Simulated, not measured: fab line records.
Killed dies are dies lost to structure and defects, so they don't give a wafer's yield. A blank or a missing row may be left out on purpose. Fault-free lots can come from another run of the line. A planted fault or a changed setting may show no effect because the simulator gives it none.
Split-lot trial    flow n5 finfet    on a route of 1938 steps: 7 lots, 21 wafers read

## ABOUT THE SPLIT
At N5_BEOL_M5_COAT_22 (resist thk 30 nm), the setting spin rpm was moved away from the recipe's 1500 rpm on 2 of the 21 wafers read, by -8.6% to -8.2%. The other wafers ran this setting at the recipe's value.

## FROM THE SPLIT TO THE READING: what the file shows between them, 5 steps
- N5_BEOL_M5_EXPOSE_25: exposes mask V4, defocus 10 nm (also split here: dose mj)
- N5_BEOL_M5_PEB_26: peb time 60 s
- N5_BEOL_M5_DEVELOP_27: develop time 30 s
- N5_BEOL_M5_CD_MEAS_28: target cd 30.6 nm, target cd y 20 nm
- N5_BEOL_M5_DESCUM_33: chemistry O2, time 7 s

## THE READING
CAR-EUV_of_BEOL_M5_COAT_22.thk nm (the simulator's own value, which no gauge read), in nm, at N5_BEOL_M5_ETCH_75 (etches underlayer in N2/H2, target depth 6.5 nm, time 5.2 s). There is no usual value for it anywhere in the file. Average 20.4 nm, standard deviation 0.045 nm, over the 19 wafers here run with the recipe.

wafer   tool, chamber at the split  spin rpm as run, rpm  against the recipe  CAR-EUV_of_BEOL_M5_COAT_22.thk nm, nm  against lot-mates on the recipe
L081.1  litho track-01, 0           1500                  recipe              20.4                                   -
L081.4  litho track-01, 0           1500                  recipe              20.4                                   -
L081.5  litho track-01, 0           1377                  -8.2%               21.8                                   +1.4
L083.1  litho track-01, 0           1500                  recipe              20.4                                   -
L083.4  litho track-01, 0           1500                  recipe              20.4                                   -
L083.5  litho track-01, 0           1500                  recipe              20.4                                   -
L084.1  litho track-05, 0           1500                  recipe              20.4                                   -
L084.3  litho track-05, 0           1500                  recipe              20.4                                   -
L084.6  litho track-05, 0           1500                  recipe              20.4                                   -
L085.4  litho track-03, 0           1500                  recipe              20.4                                   -
L085.5  litho track-03, 0           1500                  recipe              20.4                                   -
L085.6  litho track-03, 0           1371                  -8.6%               21.8                                   +1.4
L086.2  litho track-05, 0           1500                  recipe              20.4                                   -
L086.4  litho track-05, 0           1500                  recipe              20.4                                   -
L086.6  litho track-05, 0           1500                  recipe              20.4                                   -
L088.3  litho track-03, 0           1500                  recipe              20.4                                   -
L088.4  litho track-03, 0           1500                  recipe              20.4                                   -
L088.5  litho track-03, 0           1500                  recipe              20.4                                   -
L095.3  litho track-05, 0           1500                  recipe              20.6                                   -
L095.4  litho track-05, 0           1500                  recipe              20.4                                   -
L095.6  litho track-05, 0           1500                  recipe              20.4                                   -

FIT RESULTS
A straight line over all 21 wafers: CAR-EUV_of_BEOL_M5_COAT_22.thk nm changes by -0.165 nm for each +1% of spin rpm; r = -0.99; the points scatter about the line by 0.046 nm.
The same after taking each lot's own level away (the mean of its wafers on the recipe; 21 wafers): -0.167 nm for each +1%; r = -1.00; scatter 0.039 nm.
That fit puts the effect of the largest move of spin rpm on the reading at 1.4 nm.
The lots' own levels span 20.40 to 20.47 nm, that is 1.5 times the standard deviation above.
Consequently the slope shifts little with the lot-to-lot level, the two slopes agreeing.
Check: with one of the wafers moved furthest among these (-8.6%) left out of the fit, the line predicts +1.47 nm for it against its lot-mates. Against them it came out at +1.4 nm.

## OTHER SPLITS ON THESE WAFERS
Other splits were also applied to these wafers ahead of the reading. Each is held against what the fit with the lots' levels taken away leaves over:
other split on the same wafers  wafers away from the commonest value  r with CAR-EUV_of_BEOL_M5_COAT_22.thk nm (lot level and that fit taken away)
N5_BEOL_M4_ILD_DEP_00 time s    8                                     +0.22
N5_BEOL_M4_COAT_73 spin rpm     5                                     +0.10
N5_BEOL_M4_DESCUM_33 time s     5                                     +0.08
N5_BEOL_M5_EXPOSE_25 dose mj    4                                     +0.00

## THE WHOLE CHAIN: every reading that the file lists as answering this split, in the file's order
step                what it does                                                 reading                                                                             change (the file's fit)                r (the file's)
N5_BEOL_M5_COAT_22  resist thk 30 nm                                             CAR-EUV_of_BEOL_M5_COAT_22.thk nm (the simulator's own value, which no gauge read)  -0.154 nm for each +1% of the setting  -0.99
N5_BEOL_M5_ETCH_75  etches underlayer in N2/H2, target depth 6.5 nm, time 5.2 s  CAR-EUV_of_BEOL_M5_COAT_22.thk nm (the simulator's own value, which no gauge read)  -0.167 nm for each +1% of the setting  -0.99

## FILE'S OWN FIT
CAR-EUV_of_BEOL_M5_COAT_22.thk nm changes by -0.167 nm for each +1% of spin rpm, r = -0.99.
